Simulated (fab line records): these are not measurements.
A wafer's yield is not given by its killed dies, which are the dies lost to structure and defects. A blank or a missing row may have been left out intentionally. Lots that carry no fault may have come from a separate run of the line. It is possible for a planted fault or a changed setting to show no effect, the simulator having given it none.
Split-lot experiment | flow n5_finfet | 39 wafers read from 7 lots, route of 1938 steps

## THE SPLIT
At N5_FIN_CUT_CUT_ETCH_26 (etches SiNx in CH3F/O2, target depth 39 nm, time 55.7 s), the setting time_s was moved away from the recipe's 55.7 s on 15 of the 39 wafers read, by -20.0% to +19.3%. For the rest of the wafers, this setting stayed at what the recipe calls for.

## FROM THE SPLIT TO THE READING: what the file shows between them, 3 steps
- N5_FIN_CUT_CUT_ETCH_27: etches SiO2 in CHF3/O2, target depth 4 nm, overetch 2 nm, time 4.9 s
- N5_FIN_CUT_PRECLEAN_35: cleans in vHF, time 13.3 s
- N5_FIN_CUT_CUT_ETCH_15: etches Si in HBr/Cl2/O2, target depth 100 nm, bt time 10 s, time 42.4 s

## THE READING
SOC_of_FIN_CUT_COAT_18.thk_nm (the simulator's own value, which no gauge read), in nm, at N5_FIN_CUT_CUT_ETCH_28 (etches Si in HBr/Cl2/O2, target depth 6 nm, time 2.4 s). There is no usual value for it anywhere in the file. Average 168.2 nm, standard deviation 0.9 nm, over the 24 wafers here run with the recipe.

wafer  | tool, chamber at the split | time_s as run, s | against the recipe | SOC_of_FIN_CUT_COAT_18.thk_nm, nm | against lot-mates on the recipe
L074.1 | rie_diel-06, 3             | 66.45            | +19.3%             | 165                               | -3.3
L074.2 | rie_diel-06, 0             | 55.7             | recipe             | 167.2                             | -
L074.3 | rie_diel-06, 2             | 55.7             | recipe             | 168.6                             | -
L074.4 | rie_diel-06, 1             | 66.45            | +19.3%             | 164.8                             | -3.5
L074.5 | rie_diel-06, 2             | 55.7             | recipe             | 169                               | -
L074.6 | rie_diel-06, 1             | 66.45            | +19.3%             | 163.4                             | -4.9
L077.1 | rie_diel-02, 0             | 44.54            | -20.0%             | 172                               | +3.8
L077.2 | rie_diel-02, 2             | 55.7             | recipe             | 168.2                             | -
L077.3 | rie_diel-02, 1             | 55.7             | recipe             | 168                               | -
L077.4 | rie_diel-02, 3             | 55.7             | recipe             | 168.4                             | -
L077.5 | rie_diel-02, 2             | 44.54            | -20.0%             | 171.8                             | +3.6
L077.6 | rie_diel-02, 3             | 44.54            | -20.0%             | 171.8                             | +3.6
L081.2 | rie_diel-05, 3             | 55.7             | recipe             | 168.2                             | -
L081.3 | rie_diel-05, 2             | 55.7             | recipe             | 168.8                             | -
L081.4 | rie_diel-05, 2             | 55.7             | recipe             | 167.2                             | -
L089.1 | rie_diel-06, 0             | 66.34            | +19.1%             | 165.2                             | -2.3
L089.2 | rie_diel-06, 2             | 55.7             | recipe             | 167.8                             | -
L089.4 | rie_diel-06, 3             | 55.7             | recipe             | 167.8                             | -
L089.3 | rie_diel-06, 1             | 66.34            | +19.1%             | 163                               | -4.5
L089.5 | rie_diel-06, 1             | 55.7             | recipe             | 167                               | -
L089.6 | rie_diel-06, 2             | 66.34            | +19.1%             | 164.2                             | -3.3
L090.1 | rie_diel-05, 0             | 55.7             | recipe             | 169.6                             | -
L090.6 | rie_diel-05, 0             | 55.7             | recipe             | 169.6                             | -
L090.2 | rie_diel-05, 1             | 55.7             | recipe             | 169.4                             | -
L090.3 | rie_diel-05, 2             | 55.7             | recipe             | 170                               | -
L090.4 | rie_diel-05, 2             | 55.7             | recipe             | 169.2                             | -
L090.5 | rie_diel-05, 1             | 55.7             | recipe             | 168                               | -
L091.1 | rie_diel-02, 3             | 45.57            | -18.2%             | 171.6                             | +4.0
L091.2 | rie_diel-02, 0             | 55.7             | recipe             | 167.2                             | -
L091.3 | rie_diel-02, 1             | 55.7             | recipe             | 167.4                             | -
L091.4 | rie_diel-02, 2             | 55.7             | recipe             | 168.2                             | -
L091.5 | rie_diel-02, 1             | 45.57            | -18.2%             | 170.8                             | +3.2
L091.6 | rie_diel-02, 2             | 45.57            | -18.2%             | 171.2                             | +3.6
L096.1 | rie_diel-02, 1             | 55.7             | recipe             | 167.6                             | -
L096.2 | rie_diel-02, 2             | 65.45            | +17.5%             | 163.6                             | -3.7
L096.3 | rie_diel-02, 3             | 55.7             | recipe             | 167.4                             | -
L096.4 | rie_diel-02, 0             | 65.45            | +17.5%             | 164.8                             | -2.5
L096.5 | rie_diel-02, 2             | 55.7             | recipe             | 166.8                             | -
L096.6 | rie_diel-02, 3             | 65.45            | +17.5%             | 165.2                             | -2.1

THE FIT
A straight line over all 39 wafers: SOC_of_FIN_CUT_COAT_18.thk_nm changes by -0.192 nm for each +1% of time_s; r = -0.94; the points scatter about the line by 0.84 nm.
The same after taking each lot's own level away (the mean of its wafers on the recipe; 39 wafers): -0.184 nm for each +1%; r = -0.96; scatter 0.61 nm.
According to that fit, moving time_s by its largest amount changes the reading by 3.7 nm.
Across the lots, their own levels run from 167.27 to 169.30 nm, a range of 2.3 times the standard deviation given above.
The two slopes are in agreement: the lot-to-lot level therefore moves the slope only a little.
Check: with one of the wafers moved furthest among these (-20.0%) left out of the fit, the line predicts +3.72 nm for it against its lot-mates. Against them it came out at +3.8 nm.

## OTHER SPLITS ON THESE WAFERS
These wafers also went through other splits before the reading. Each is held against what the fit with the lots' levels taken away leaves over:
other split on the same wafers | wafers away from the commonest value | r with SOC_of_FIN_CUT_COAT_18.thk_nm (lot level and that fit taken away)
N5_WELL_APT_EXPOSE_22 dose_mj  | 15                                   | +0.17

## THE WHOLE CHAIN: every reading that the file lists as answering this split, in the file's order
step                   | what it does                                            | reading                                                                        | change (the file's fit)               | r (the file's)
N5_FIN_CUT_CUT_ETCH_26 | etches SiNx in CH3F/O2, target depth 39 nm, time 55.7 s | etch.depth_nm (the simulator's own value, which no gauge read)                 | +0.397 nm for each +1% of the setting | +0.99
N5_FIN_CUT_CUT_ETCH_26 | etches SiNx in CH3F/O2, target depth 39 nm, time 55.7 s | SOC_of_FIN_CUT_COAT_18.thk_nm (the simulator's own value, which no gauge read) | -0.186 nm for each +1% of the setting | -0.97
N5_FIN_CUT_CUT_ETCH_28 | etches Si in HBr/Cl2/O2, target depth 6 nm, time 2.4 s  | SOC_of_FIN_CUT_COAT_18.thk_nm (the simulator's own value, which no gauge read) | -0.184 nm for each +1% of the setting | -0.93

## THE FILE'S OWN FIT
SOC_of_FIN_CUT_COAT_18.thk_nm changes by -0.184 nm for each +1% of time_s, r = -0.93.
